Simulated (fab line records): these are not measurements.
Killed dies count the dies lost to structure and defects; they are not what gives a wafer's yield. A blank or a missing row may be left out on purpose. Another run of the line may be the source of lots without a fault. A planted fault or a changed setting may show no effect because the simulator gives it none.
fab line records	flow n5Finfet
[record] lots = 9	wafers = 27	lastDay = 19
route steps=1938 shown BEOL_M8@1347 PASSIVATION@1936
lots untouched by any fault: they come from a run of this same line in which no faults occurred
startH: start of the lot's first displayed wafer, in hours after the record's first day	waitH: hours elapsed since this lot's preceding step	" repeats the value in the row above	L1.1+2: a row that stands for several wafers	- either no value or no given start	* or withheld: withheld	< > ~ a bound
route shown NAME@n: NAME is a module with steps in the file, n the number in the route of the first one	usual: the fault-free wafers' mean and standard deviation	same: alike in all rows	chamber/n: place in a boat	sites: the reading at each site	_std_site: how widely they spread, as a standard deviation	_edge_site: inner sites' mean taken away from outer sites' mean	radiusMm: how far each site lies from the wafer's centre	mask NAME#n: copy n	behind: the last tool/chamber to shape the wafer	hold: why the lot was held/for how many hours/how that ended	device: whichever transistor did not switch (one of n, p or np)	end of line: the route-end tests of the same wafers	step lacking rows: just its recipe	killed: dies lost to structure and defects at the first sort, not the wafer's yield	map: dies across one wafer; x = killed, . = not, _ = none there
set.NAME: the setting as run; set.NAME@STEP: as run at that earlier step	model.NAME: the simulator's own value behind a step, which no gauge read
a sample of lots followed through the steps of the route, with each step as a table and each wafer as a row
services: a tool's chamber out of use, with start hour (startH, from the record's first day; less than 0 if before it), hours out, and reason
[[steps]]
[step N5_BEOL_M8_INSPECT_13]
[recipe] mode = adi	inspectInstrument = brightfield
[usual] rawDefectCount = 392/81
lot.wafer	tool	chamber	startH	waitH	rawDefectCount
L480.3	defectInspect-01	-	245.15	0.0	620
L480.4	"	-	"	"	453
L480.5	"	-	"	"	479
L484.2	defectInspect-01	-	267.69	0.0	377
L484.4	"	-	"	"	465
L484.6	"	-	"	"	361
L486.1	defectInspect-02	-	286.97	0.0	461
L486.4	"	-	"	"	389
L486.6	"	-	"	"	407
L487.1	defectInspect-01	-	290.88	0.0	406
L487.2	"	-	"	"	409
L487.6	"	-	"	"	403
L490.2	defectInspect-01	-	312.44	0.0	347
L490.3	"	-	"	"	291
L490.4	"	-	"	"	313
L489.1	defectInspect-02	-	317.41	0.0	345
L489.3	"	-	"	"	381
L489.6	"	-	"	"	313
L494.1	defectInspect-01	-	350.34	0.0	468
L494.2	"	-	"	"	439
L494.6	"	-	"	"	602
L497.3	defectInspect-01	-	361.77	0.0	346
L497.5	"	-	"	"	287
L497.6	"	-	"	"	320
L500.1	defectInspect-01	-	384.25	0.0	256
L500.2	"	-	"	"	340
L500.4	"	-	"	"	298
[step N5_BEOL_M8_ETCH_62]
[recipe] chemistry = N2/H2	target = SOC	targetDepthA = 1100	overetchA = 220	maskMaterial = SiARC	tempC = 40	timeS = 165	ionEnergyEv = 200	pressureMtorr = 30	sourceW = 840	biasW = 150	n2FlowSccm = 200	h2FlowSccm = 200
[usual] biasW = 150.0/0.4	chamberPressureMTorr = 30.002/0.028	drypumpMotorCurrentA = 5.9/0.53	oesProductAu = 0.68/0.084	rfVppV = 524.5/2.7	showerheadPlenumPTorr = 2.57/0.092	throttleValvePct = 17.7/0.33
lot.wafer	tool	chamber	startH	waitH	biasW	chamberPressureMTorr	drypumpMotorCurrentA	oesProductAu	rfHoursCounterH	rfVppV	showerheadPlenumPTorr	throttleValvePct
L480.3	rieDiel-06	0	245.37	0.0	149.7	30.013	5.9	0.61	209	526.4	2.62	18.0
L480.4	"	1	"	"	150.5	30.000	5.2	0.58	217	525.5	2.61	17.8
L480.5	"	2	"	"	150.2	29.997	6.2	0.57	-	525.5	2.62	18.1
L484.2	rieDiel-02	3	267.81	0.0	149.9	29.957	6.4	0.60	215	520.6	2.42	17.7
L484.4	"	1	"	"	149.6	30.037	5.5	0.59	245	521.5	2.51	18.3
L484.6	"	0	"	"	149.4	29.976	6.1	0.74	-	527.6	2.70	17.2
L486.1	rieDiel-02	3	287.09	0.0	150.5	30.007	6.4	0.59	223	519.5	2.42	17.7
L486.4	"	0	"	"	149.8	30.018	6.1	0.72	-	527.0	2.69	17.2
L486.6	"	3	"	"	150.6	29.945	6.4	0.59	-	519.6	2.42	17.7
L487.1	rieDiel-03	3	291.01	0.0	149.6	30.010	6.1	0.83	7	527.4	2.71	17.3
L487.2	"	2	"	"	149.9	29.988	5.6	0.60	218	517.9	2.41	17.9
L487.6	"	0	"	"	149.5	30.030	4.9	0.72	-	521.2	2.49	17.5
L490.2	rieDiel-02	3	312.56	0.0	150.0	30.001	6.4	0.59	231	520.1	2.41	17.7
L490.3	"	0	"	"	149.8	29.988	6.1	0.72	65	528.4	2.69	17.2
L490.4	"	1	"	"	149.7	29.956	5.5	0.79	7	521.4	2.51	18.0
L489.1	rieDiel-06	3	317.69	0.0	150.1	30.004	6.8	0.79	13	524.5	2.60	17.5
L489.3	"	1	"	"	149.8	29.958	5.2	0.56	245	525.5	2.60	17.8
L489.6	"	3	"	"	149.6	30.020	6.8	0.78	-	524.5	2.60	17.5
L494.1	rieDiel-02	0	350.61	0.0	150.3	30.015	6.1	0.71	79	528.6	2.68	17.3
L494.2	"	3	"	"	150.4	30.013	6.3	0.58	245	520.1	2.41	17.7
L494.6	"	0	"	"	149.7	30.051	6.1	0.70	-	528.5	2.68	17.2
L497.3	rieDiel-02	0	361.93	0.0	150.2	30.041	6.1	0.70	83	527.9	2.68	17.3
L497.5	"	1	"	"	150.2	29.969	5.5	0.76	-	522.1	2.50	18.0
L497.6	"	0	"	"	149.8	29.977	6.1	0.70	-	528.7	2.68	17.3
L500.1	rieDiel-02	2	384.39	0.0	149.6	29.967	5.2	0.72	54	521.9	2.46	17.5
L500.2	"	1	"	"	150.0	29.970	5.5	0.74	35	521.3	2.50	18.0
L500.4	"	3	"	"	150.2	30.000	6.3	0.83	0	528.2	2.73	17.3
[step N5_BEOL_M8_ETCH_72]
[recipe] chemistry = N2/H2	target = underlayer	targetDepthA = 65	maskMaterial = CAR-EUV	timeS = 5.2	ionEnergyEv = 200	pressureMtorr = 30	sourceW = 840	biasW = 150	n2FlowSccm = 200	h2FlowSccm = 200	ends = cleared
[usual] biasW = 150.0/0.45	chamberPressureMTorr = 30.00/0.045	drypumpMotorCurrentA = 5.8/0.54	etchRfOnTimeS = 5.13/0.14	oesProductAu = 0.69/0.092	rfVppV = 525/3.1	showerheadPlenumPTorr = 2.56/0.097	throttleValvePct = 17.8/0.36
lot.wafer	tool	chamber	startH	waitH	biasW	chamberPressureMTorr	drypumpMotorCurrentA	etchRfOnTimeS	oesProductAu	rfHoursCounterH	rfVppV	showerheadPlenumPTorr	throttleValvePct
L480.3	rieDiel-03	1	247.64	0.0	149.9	29.96	6.0	4.99	0.66	184	526	2.64	18.5
L480.4	"	2	"	"	150.4	29.97	5.7	5.38	0.60	-	519	2.41	17.9
L480.5	"	0	"	"	149.5	30.06	4.9	4.99	0.79	-	525	2.49	17.4
L484.2	rieDiel-06	0	269.03	0.0	149.9	30.02	5.9	5.19	0.61	216	527	2.62	18.1
L484.4	"	2	"	"	149.2	30.02	6.2	5.31	0.57	-	526	2.62	18.1
L484.6	"	0	"	"	150.9	30.04	5.9	5.16	0.60	-	526	2.62	18.1
L486.1	rieDiel-03	2	290.24	0.0	149.7	29.98	5.6	5.35	0.59	217	520	2.41	17.9
L486.4	"	0	"	"	149.8	30.05	4.9	4.98	0.75	40	525	2.49	17.5
L486.6	"	0	"	"	149.9	30.01	4.8	4.94	0.76	-	523	2.49	17.5
L487.1	rieDiel-03	3	292.02	0.0	-	-	-	-	-	-	-	-	-
L487.2	"	2	"	"	-	-	-	-	-	-	-	-	-
L487.6	"	2	"	"	-	-	-	-	-	-	-	-	-
L490.2	rieDiel-06	0	316.22	0.0	-	-	-	-	-	-	-	-	-
L490.3	"	2	"	"	-	-	-	-	-	-	-	-	-
L490.4	"	3	"	"	-	-	-	-	-	-	-	-	-
L489.1	rieDiel-06	1	324.35	0.0	-	-	-	-	-	-	-	-	-
L489.3	"	0	"	"	-	-	-	-	-	-	-	-	-
L489.6	"	2	"	"	-	-	-	-	-	-	-	-	-
L494.1	rieDiel-06	2	353.16	0.0	150.1	30.10	6.2	5.11	0.78	16	526	2.61	17.8
L494.2	"	3	"	"	150.3	30.06	6.8	5.24	0.75	26	524	2.60	17.6
L494.6	"	2	"	"	150.9	29.99	6.1	5.10	0.77	-	526	2.61	17.8
L497.3	rieDiel-03	0	365.12	0.0	151.1	29.89	4.9	5.02	0.71	66	522	2.48	17.5
L497.5	"	0	"	"	149.9	30.04	4.9	4.97	0.72	-	521	2.48	17.6
L497.6	"	3	"	"	150.7	29.98	6.1	5.17	0.78	-	528	2.70	17.4
L500.1	rieDiel-06	3	387.57	0.0	149.2	29.94	6.8	5.23	0.74	43	525	2.59	17.6
L500.2	"	1	"	"	149.5	29.96	5.2	5.01	0.80	12	525	2.59	17.5
L500.4	"	1	"	"	150.1	30.05	5.2	5.09	0.79	-	526	2.59	17.5
[step N5_BEOL_M8_ETCH_41]
[recipe] chemistry = CH3F/O2	target = SiCN	targetDepthA = 319	taperDeg = 2	timeS = 57.8	ionEnergyEv = 120	maskMaterial = TiN	pressureMtorr = 30	sourceW = 395	biasW = 75	Ar_flow_sccm = 150	CH3F_flow_sccm = 30	O2_flow_sccm = 20
[usual] CH3F_flow_sccm = 29.99/0.086	O2_flow_sccm = 20.00/0.059	drypumpMotorCurrentA = 5.8/0.54	oesProductAu = 0.81/0.11	rfVppV = 297.7/1.7	showerheadPlenumPTorr = 2.02/0.076	throttleValvePct = 16.2/0.32
lot.wafer	tool	chamber	startH	waitH	CH3F_flow_sccm	O2_flow_sccm	drypumpMotorCurrentA	oesProductAu	rfHoursCounterH	rfVppV	showerheadPlenumPTorr	throttleValvePct
L480.3	rieDiel-03	1	-	-	29.99	20.14	5.9	0.76	184	299.1	2.08	16.8
L480.4	"	2	"	"	29.95	19.92	5.6	0.70	-	295.1	1.89	16.3
L480.5	"	0	"	"	30.05	20.02	4.9	0.91	-	296.6	1.96	15.9
L484.2	rieDiel-06	0	-	-	30.08	19.97	5.9	0.71	217	297.6	2.04	16.4
L484.4	"	2	"	"	30.01	19.98	6.2	0.66	-	297.6	2.04	16.4
L484.6	"	0	"	"	29.96	20.03	5.9	0.71	-	299.0	2.04	16.4
L486.1	rieDiel-03	2	-	-	29.95	19.96	5.6	0.69	217	295.3	1.88	16.3
L486.4	"	0	"	"	29.95	20.12	4.9	0.89	41	296.9	1.96	16.0
L486.6	"	0	"	"	30.01	20.01	4.8	0.88	-	295.0	1.96	16.0
L487.1	rieDiel-03	3	-	-	29.87	19.97	6.1	0.98	7	300.3	2.12	15.9
L487.2	"	2	"	"	29.88	20.01	5.6	0.68	218	295.3	1.88	16.3
L487.6	"	2	"	"	30.00	20.03	5.6	0.69	-	297.0	1.88	16.3
L490.2	rieDiel-06	0	-	-	29.91	19.99	5.9	0.70	238	297.7	2.03	16.4
L490.3	"	2	"	"	30.03	19.92	6.1	0.96	3	299.0	2.04	16.0
L490.4	"	3	"	"	30.04	20.03	6.8	0.92	12	297.9	2.05	16.0
L489.1	rieDiel-06	1	-	-	29.87	19.95	5.2	0.66	247	298.9	2.06	16.5
L489.3	"	0	"	"	30.07	20.02	5.9	0.70	239	298.6	2.03	16.5
L489.6	"	2	"	"	30.13	19.98	6.1	0.94	-	298.3	2.04	16.0
L494.1	rieDiel-06	2	-	-	30.01	20.02	6.2	0.92	16	297.6	2.03	16.0
L494.2	"	3	"	"	30.13	19.98	6.8	0.90	26	299.4	2.05	16.0
L494.6	"	2	"	"	30.01	19.96	6.1	0.92	-	296.8	2.03	16.0
L497.3	rieDiel-03	0	-	-	30.06	19.99	4.9	0.85	66	297.2	1.95	16.0
L497.5	"	0	"	"	30.06	20.00	4.9	0.85	-	296.0	1.95	16.0
L497.6	"	3	"	"	29.90	19.99	6.1	0.92	-	299.1	2.12	15.9
L500.1	rieDiel-06	3	-	-	29.83	19.93	6.8	0.86	43	297.7	2.04	16.0
L500.2	"	1	"	"	30.01	19.98	5.2	0.93	12	298.1	2.05	16.1
L500.4	"	1	"	"	30.00	20.03	5.2	0.92	-	298.3	2.05	16.1
[step N5_PASSIVATION_PROBE_49]
[usual] defectLimitedYield = 91.4/1.2	killed_at_M0_to_M3 = 35/11	killed_at_M4_up = 14/6	killedAtContacts = 12/6.7	killedAtFrontEnd = 37/9.7	killedAtOther = 3.5/2.5	killedDies = 102/15	killedOnRim = 13/3.6	killedOpen = 67/12	killedShort = 33/7.3	sort_bin_5_function = 5.1/0.81	sort_bin_6_memory = 3.2/0.65	sort_bin_8_speed = 0.00/0.021	sortNPass = 1078/15	sortYieldPct = 91.4/1.2
[same] grossDies = 1180	killedAtBackSide = 0	sort_bin_4_leakage[%] = 0
lot.wafer	tool	chamber	startH	waitH	defectLimitedYield[%]	killed_at_M0_to_M3	killed_at_M4_up	killedAtContacts	killedAtFrontEnd	killedAtOther	killedDies	killedOnRim	killedOpen	killedShort	sort_bin_5_function[%]	sort_bin_6_memory[%]	sort_bin_8_speed[%]	sortNPass	sortYieldPct[%]
L487.1	prober-02	-	360.54	0.0	92.7	38	8	23	15	2	86	10	55	30	4.0	3.0	0	1094	92.7
L487.2	prober-02	-	360.59	0.1	91.0	32	25	14	31	4	106	14	72	33	5.9	2.7	0	1074	91.0
L487.6	prober-02	-	360.79	0.3	90.2	36	13	26	37	4	116	14	78	34	6.3	3.0	0	1064	90.2
L486.1	prober-01	-	372.77	0.0	93.4	16	12	2	46	2	78	11	50	27	4.0	2.3	0	1102	93.4
L490.3	prober-02	-	381.64	0.4	90.8	35	23	14	26	10	108	12	78	29	5.3	3.5	0	1072	90.8
L489.1	prober-01	-	396.86	0.0	91.4	39	20	10	30	3	102	17	63	38	5.3	3.1	0	1078	91.4
L489.3	prober-01	-	396.96	0.1	90.8	31	20	18	35	5	109	18	70	37	5.7	3.1	0	1071	90.8
L489.6	prober-01	-	397.11	0.3	88.6	52	14	13	49	6	134	18	91	42	5.6	5.1	0	1046	88.6
L494.1	prober-01	-	422.01	0.0	92.3	36	7	16	29	3	91	14	59	32	4.6	2.8	0	1089	92.3
L494.2	prober-01	-	422.06	0.1	89.1	52	17	19	30	11	129	13	91	37	7.1	3.5	0	1051	89.1
L494.6	prober-01	-	422.26	0.3	93.1	25	19	4	30	3	81	14	50	29	4.2	2.6	0	1099	93.1
L500.1	prober-01	-	463.58	0.0	92.6	38	17	2	26	4	87	12	56	31	4.8	2.3	0	1093	92.6
L500.2	prober-01	-	463.63	0.1	90.6	60	9	5	33	4	111	13	77	34	5.0	4.0	0	1069	90.6
L500.4	prober-01	-	463.73	0.2	93.6	34	12	6	22	2	76	6	52	23	3.5	2.8	0	1104	93.6
// killed by level:class
L487.1 BEOL_M2:geometricParticle:open=21 MOL_CONTACT_COAG:geometricParticle:open=16 MOL_CONTACT_COAG:geometricParticle:short=7 STI_FIN_REVEAL:geometricParticle:open=5 BEOL_M0_SAQP:geometricParticle:short=5 GATE_CUT:geometricParticle:short=4 BEOL_M2:geometricParticle:short=4 BEOL_M3:geometricParticle:open=3
L487.2 BEOL_M4:geometricParticle:open=14 STI_FIN_REVEAL:geometricParticle:open=11 BEOL_M2:geometricParticle:open=10 MOL_CONTACT_COAG:geometricParticle:short=9 BEOL_M3:geometricParticle:open=9 FIN_SAQP:geometricParticle:short=5 MOL_CONTACT_COAG:geometricParticle:open=5 STARTING-WAFER:geometricParticle:short=4
L487.6 MOL_CONTACT_COAG:geometricParticle:open=17 STI_FIN_REVEAL:geometricParticle:open=9 BEOL_M2:geometricParticle:open=9 BEOL_M3:geometricParticle:open=8 MOL_CONTACT_COAG:geometricParticle:short=7 DUMMY_GATE:geometricParticle:open=6 BEOL_M4:geometricParticle:open=6 BEOL_M0_SAQP:geometricParticle:short=5
L486.1 STI_FIN_REVEAL:geometricParticle:open=11 FIN_SAQP:geometricParticle:short=8 FIN_SAQP:geometricParticle:open=5 DUMMY_GATE:geometricParticle:open=5 ILD0:geometricParticle:open=5 BEOL_M1:geometricParticle:open=5 BEOL_M4:geometricParticle:open=4 STI_FIN_REVEAL:geometricParticle:short=3
L490.3 BEOL_M4:geometricParticle:open=15 BEOL_M3:geometricParticle:open=14 STI_FIN_REVEAL:geometricParticle:open=11 MOL_CONTACT_COAG:geometricParticle:open=10 BEOL_M0_SAQP:geometricParticle:open=6 BEOL_M1:geometricParticle:open=5 PASS1_CAP:geometricParticle:short=5 FIN_SAQP:geometricParticle:open=4
L489.1 BEOL_M0_SAQP:geometricParticle:short=16 BEOL_M4:geometricParticle:open=13 BEOL_M0_SAQP:geometricParticle:open=10 MOL_CONTACT_COAG:geometricParticle:open=9 STI_FIN_REVEAL:geometricParticle:open=5 DUMMY_GATE:geometricParticle:open=5 BEOL_M3:geometricParticle:open=5 GATE_CUT:geometricParticle:short=4
L489.3 MOL_CONTACT_COAG:geometricParticle:open=17 BEOL_M0_SAQP:geometricParticle:short=13 BEOL_M4:geometricParticle:open=12 GATE_CUT:geometricParticle:short=6 BEOL_M0_SAQP:geometricParticle:open=6 STI_FIN_REVEAL:geometricParticle:open=5 DUMMY_GATE:geometricParticle:open=5 FIN_SAQP:geometricParticle:open=4
L489.6 BEOL_M0_SAQP:geometricParticle:short=19 BEOL_M0_SAQP:geometricParticle:open=15 MOL_CONTACT_COAG:geometricParticle:open=12 FIN_SAQP:geometricParticle:open=11 DUMMY_GATE:geometricParticle:open=10 GATE_CUT:geometricParticle:short=9 BEOL_M3:geometricParticle:open=9 BEOL_M4:geometricParticle:open=9
L494.1 BEOL_M0_SAQP:geometricParticle:open=14 MOL_CONTACT_COAG:geometricParticle:open=12 BEOL_M0_SAQP:geometricParticle:short=8 BEOL_M1:geometricParticle:open=6 DUMMY_GATE:geometricParticle:open=4 MOL_CONTACT_COAG:geometricParticle:short=4 GATE_CUT:geometricParticle:open=4 BEOL_M3:geometricParticle:open=4
L494.2 MOL_CONTACT_COAG:geometricParticle:open=15 BEOL_M0_SAQP:geometricParticle:short=13 BEOL_M2:geometricParticle:open=13 BEOL_M0_SAQP:geometricParticle:open=12 BEOL_M4:geometricParticle:open=10 STI_FIN_REVEAL:geometricParticle:open=8 DUMMY_GATE:geometricParticle:open=7 FIN_SAQP:geometricParticle:open=5
L494.6 BEOL_M0_SAQP:geometricParticle:short=8 FIN_SAQP:geometricParticle:open=7 STI_FIN_REVEAL:geometricParticle:open=6 BEOL_M0_SAQP:geometricParticle:open=6 BEOL_M4:geometricParticle:open=6 FIN_SAQP:geometricParticle:short=5 BEOL_M3:geometricParticle:open=3 DUMMY_GATE:geometricParticle:open=3
L500.1 BEOL_M3:geometricParticle:open=8 FIN_SAQP:geometricParticle:short=6 BEOL_M1:geometricParticle:open=6 BEOL_M0:geometricParticle:open=5 BEOL_M2:geometricParticle:open=5 BEOL_M8:geometricParticle:open=5 STI_FIN_REVEAL:geometricParticle:open=4 DUMMY_GATE:geometricParticle:open=4
L500.2 BEOL_M3:geometricParticle:open=17 BEOL_M2:geometricParticle:open=13 FIN_SAQP:geometricParticle:open=11 BEOL_M0_SAQP:geometricParticle:short=11 FIN_SAQP:geometricParticle:short=5 MOL_CONTACT_COAG:geometricParticle:open=5 BEOL_M0_SAQP:geometricParticle:open=5 BEOL_M0:geometricParticle:open=4
L500.4 BEOL_M2:geometricParticle:open=9 BEOL_M4:geometricParticle:open=7 MOL_CONTACT_COAG:geometricParticle:open=6 BEOL_M0_SAQP:geometricParticle:open=6 BEOL_M0_SAQP:geometricParticle:short=4 BEOL_M0:geometricParticle:open=4 STARTING-WAFER:geometricParticle:short=4 FIN_SAQP:geometricParticle:short=3
[[services]]
tool	chamber	startH	hours	kind
rieDiel-03	2	232.24	9.5	repair
rieDiel-06	-	234.94	0.5	repair
rieDiel-03	3	245.80	5.4	repair
rieDiel-03	3	251.28	-	clean
rieDiel-03	3	251.28	-	consumableReplace:focusRing
rieDiel-03	3	251.28	-	consumableReplace:showerhead
rieDiel-03	3	251.28	21.2	scheduledDown
rieDiel-06	3	268.66	-	clean
rieDiel-06	3	268.66	-	consumableReplace:focusRing
rieDiel-06	3	268.66	20.6	scheduledDown
rieDiel-06	3	268.66	20.6	ventCycle
rieDiel-06	2	289.23	-	clean
rieDiel-06	2	289.23	-	consumableReplace:focusRing
rieDiel-06	2	289.23	18.8	scheduledDown
rieDiel-06	2	289.23	18.8	ventCycle
rieDiel-02	-	336.28	0.6	repair
rieDiel-06	1	337.72	-	clean
rieDiel-06	1	337.72	-	consumableReplace:focusRing
rieDiel-06	1	337.72	25.3	scheduledDown
rieDiel-06	1	337.72	25.3	ventCycle
rieDiel-06	0	363.10	-	clean
rieDiel-06	0	363.10	-	consumableReplace:focusRing
rieDiel-06	0	363.10	26.1	scheduledDown
rieDiel-06	0	363.10	26.1	ventCycle
[[key]]
[firstSign] step = N5_BEOL_M8_ETCH_72	reading = toolRecord	direction = missing
effect none on later readings
metAt N5_BEOL_M8_ETCH_72
struckLots L487,L489,L490
notActingAt N5_BEOL_M8_INSPECT_13,N5_BEOL_M8_ETCH_62,N5_BEOL_M8_ETCH_41
onsetBetween 290.24 292.02
[fault] kind = skippedStepWhole	tool = rieDiel-03,rieDiel-06	chamber = -	onsetH = 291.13	steps = N5_BEOL_M8_ETCH_72	scope = struckLotsOnly
